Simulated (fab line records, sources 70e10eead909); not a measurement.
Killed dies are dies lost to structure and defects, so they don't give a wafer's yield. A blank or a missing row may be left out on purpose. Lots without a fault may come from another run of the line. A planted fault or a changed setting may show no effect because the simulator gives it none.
Chamber matching | flow nand_harc | NHARC_P_M2_DEP_33 on pecvd-03: 3 sister chambers
The step deposits SiCN, target thk 30 nm. 6 wafers are shown with their chamber, then 9 later ones without.

WAFERS WITH THEIR CHAMBER
wafer  | chamber | heater_power_w (W)
L093.3 | 0       | 606
L093.4 | 2       | 440
L093.5 | 0       | 587
L094.3 | 1       | 630
L094.4 | 1       | 644
L094.6 | 2       | 399

WAFERS WITHOUT THEIR CHAMBER
wafer  | heater_power_w (W)
L095.2 | 465
L095.3 | 624
L095.5 | 610
L095.1 | 627
L095.4 | 452
L095.6 | 616
L096.1 | 482
L096.3 | 608
L096.4 | 483

WHICH CHAMBER EACH WENT THROUGH
wafer  | from the rows above     | in truth
L095.2 | 2                       | 2
L095.3 | can't be placed: 1 or 0 | 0
L095.5 | can't be placed: 0 or 1 | 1
L095.1 | can't be placed: 1 or 0 | 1
L095.4 | 2                       | 2
L095.6 | can't be placed: 0 or 1 | 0
L096.1 | 2                       | 2
L096.3 | can't be placed: 0 or 1 | 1
L096.4 | 2                       | 2
Placed correctly: 4 of 9. Can't be placed from these rows: 5 (the true chamber is among the candidates in 5). Placed wrongly: 0.
How it was worked out, from the rows above alone: a wafer's distance from a chamber is the root of the sum, over the readings, of the square of ((its reading less the chamber's mean) divided by the reading's scatter). The wafer belongs to the nearest chamber; if the next one is less than 2 further off, it can't be placed. A chamber's mean is the mean of its shown wafers. The scatter: the root of (the sum of the squares of (reading less its chamber's mean) over the shown wafers, divided by (wafers less chambers)).
